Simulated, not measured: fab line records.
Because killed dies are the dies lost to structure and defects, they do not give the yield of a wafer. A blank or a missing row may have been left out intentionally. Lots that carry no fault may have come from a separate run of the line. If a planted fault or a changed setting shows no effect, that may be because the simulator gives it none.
Matching of chambers | flow n5 finfet | 3 sister chambers for N5_BEOL_M5_PRE_CLEAN_77 on cvd co-02
The step time 15 s. 3 wafers are shown with their chamber, then 7 later ones without.

## WAFERS, EACH WITH ITS CHAMBER
wafer  | chamber | heater power w (W)
L691.6 | 2       | 89
L695.1 | 0       | 87
L695.3 | 1       | 63

## WAFERS WITH NO CHAMBER GIVEN
wafer  | heater power w (W)
L695.6 | 88
L704.1 | 88
L704.2 | 88
L704.4 | 87
L705.2 | 63
L705.3 | 90
L705.5 | 89

## CHAMBER TAKEN BY EACH
wafer  | from the rows above     | in truth
L695.6 | can't be placed: 0 or 2 | 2
L704.1 | can't be placed: 0 or 2 | 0
L704.2 | can't be placed: 0 or 2 | 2
L704.4 | 0                       | 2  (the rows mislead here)
L705.2 | 1                       | 1
L705.3 | 2                       | 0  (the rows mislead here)
L705.5 | 2                       | 2
Placed correctly: 2 of 7. Not placeable from these rows: 3 (in 3, the candidates include the true chamber). Placed wrongly: 2.
How it was worked out, from the rows above alone: a wafer's distance from a chamber is the root of the sum, over the readings, of the square of ((its reading less the chamber's mean) divided by the reading's scatter). If the next closest chamber is less than 2 further off than the closest, the wafer can't be placed; otherwise it belongs to the closest. Each chamber's mean is taken over the wafers shown for it. The scatter: root of mean squared gap, hidden wafer to nearest shown wafer, with one shown wafer a chamber.
